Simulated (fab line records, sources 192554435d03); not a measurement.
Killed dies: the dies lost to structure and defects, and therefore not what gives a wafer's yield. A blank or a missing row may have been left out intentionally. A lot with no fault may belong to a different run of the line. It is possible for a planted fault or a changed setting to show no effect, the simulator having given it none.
Matching of chambers / flow n5Finfet / aldSin-01 running N5_FIN_SAQP_SPACER2_ALD_28: 4 sister chambers
The step deposits SiO2, target thk 8.1 nm, pulse time 1 s, purge time 2 s. 8 wafers are shown with their chamber, then 9 later ones without.

EACH WAFER AND ITS CHAMBER
wafer=L077.1; chamber=3; heaterPowerW (W)=465; precursorPulseHeightRel=0.985
wafer=L081.5; chamber=1; heaterPowerW (W)=478; precursorPulseHeightRel=0.999
wafer=L089.1; chamber=1; heaterPowerW (W)=479; precursorPulseHeightRel=1.034
wafer=L089.2; chamber=3; heaterPowerW (W)=461; precursorPulseHeightRel=0.961
wafer=L089.3; chamber=0; heaterPowerW (W)=493; precursorPulseHeightRel=1.011
wafer=L091.2; chamber=2; heaterPowerW (W)=471; precursorPulseHeightRel=0.987
wafer=L091.4; chamber=0; heaterPowerW (W)=491; precursorPulseHeightRel=0.971
wafer=L091.6; chamber=2; heaterPowerW (W)=479; precursorPulseHeightRel=0.985

WAFERS MISSING THEIR CHAMBER
wafer=L092.4; heaterPowerW (W)=467; precursorPulseHeightRel=1.012
wafer=L092.5; heaterPowerW (W)=476; precursorPulseHeightRel=1.007
wafer=L092.6; heaterPowerW (W)=471; precursorPulseHeightRel=1.000
wafer=L094.2; heaterPowerW (W)=482; precursorPulseHeightRel=0.980
wafer=L094.3; heaterPowerW (W)=466; precursorPulseHeightRel=0.963
wafer=L094.6; heaterPowerW (W)=470; precursorPulseHeightRel=0.998
wafer=L096.1; heaterPowerW (W)=462; precursorPulseHeightRel=1.006
wafer=L096.3; heaterPowerW (W)=479; precursorPulseHeightRel=0.981
wafer=L096.5; heaterPowerW (W)=450; precursorPulseHeightRel=1.002

WHICH CHAMBER EACH WENT THROUGH
wafer=L092.4; from the rows above=can't be placed: 3 or 2 or 1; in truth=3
wafer=L092.5; from the rows above=can't be placed: 1 or 2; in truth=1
wafer=L092.6; from the rows above=can't be placed: 2 or 1 or 3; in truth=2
wafer=L094.2; from the rows above=can't be placed: 1 or 2 or 0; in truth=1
wafer=L094.3; from the rows above=can't be placed: 3 or 2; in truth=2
wafer=L094.6; from the rows above=can't be placed: 2 or 3 or 1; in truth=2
wafer=L096.1; from the rows above=3; in truth=3
wafer=L096.3; from the rows above=can't be placed: 2 or 1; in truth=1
wafer=L096.5; from the rows above=3; in truth=3
2 of 9 placed correctly. These rows do not allow placing 7 (true chamber among the candidates in 7). Wrongly placed: 0.
How it was worked out, from the rows above alone: a wafer's distance from a chamber is the root of the sum, over the readings, of the square of ((its reading less the chamber's mean) divided by the reading's scatter). If the next closest chamber is less than 2 further off than the closest, the wafer can't be placed; otherwise it belongs to the closest. The mean given for a chamber averages the wafers shown for that chamber. The scatter is the square root of a quotient: the sum, over the shown wafers, of each reading's squared deviation from its chamber's mean, divided by wafers minus chambers.
